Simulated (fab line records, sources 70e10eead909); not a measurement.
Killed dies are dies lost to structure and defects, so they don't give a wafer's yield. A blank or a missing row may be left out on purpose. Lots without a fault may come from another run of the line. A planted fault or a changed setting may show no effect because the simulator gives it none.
Chamber matching | flow nand_harc | NHARC_P_M0_CMP_23 on cmp-03: 4 sister chambers
The step polishes, t overpolish 20 s, target thk 117.54 nm. 8 wafers are shown with their chamber, then 8 later ones without.

WAFERS WITH THEIR CHAMBER
wafer  | chamber | motor_current_A (A) | time_to_endpoint_s (s)
L083.6 | 1       | 12.6                | 30.1
L084.1 | 1       | 13.3                | 29.9
L084.5 | 2       | 12.6                | 28.2
L084.6 | 3       | 10.7                | 29.5
L085.1 | 2       | 12.7                | 28.4
L085.3 | 0       | 12.4                | 27.3
L085.5 | 3       | 11.1                | 29.6
L092.4 | 0       | 13.2                | 26.9

WAFERS WITHOUT THEIR CHAMBER
wafer  | motor_current_A (A) | time_to_endpoint_s (s)
L092.5 | 12.6                | 25.8
L092.6 | 13.0                | 28.0
L094.1 | 13.7                | 29.7
L094.3 | 13.2                | 26.7
L094.4 | 12.2                | 25.6
L096.2 | 13.6                | 27.6
L096.5 | 13.3                | 27.7
L096.6 | 12.6                | 23.6

WHICH CHAMBER EACH WENT THROUGH
wafer  | from the rows above     | in truth
L092.5 | 0                       | 0
L092.6 | 2                       | 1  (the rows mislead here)
L094.1 | 1                       | 1
L094.3 | 0                       | 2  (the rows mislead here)
L094.4 | 0                       | 0
L096.2 | can't be placed: 0 or 2 | 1
L096.5 | can't be placed: 0 or 2 | 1
L096.6 | 0                       | 0
Placed correctly: 4 of 8. Can't be placed from these rows: 2 (the true chamber is among the candidates in 0). Placed wrongly: 2.
How it was worked out, from the rows above alone: a wafer's distance from a chamber is the root of the sum, over the readings, of the square of ((its reading less the chamber's mean) divided by the reading's scatter). The wafer belongs to the nearest chamber; if the next one is less than 2 further off, it can't be placed. A chamber's mean is the mean of its shown wafers. The scatter: the root of (the sum of the squares of (reading less its chamber's mean) over the shown wafers, divided by (wafers less chambers)).
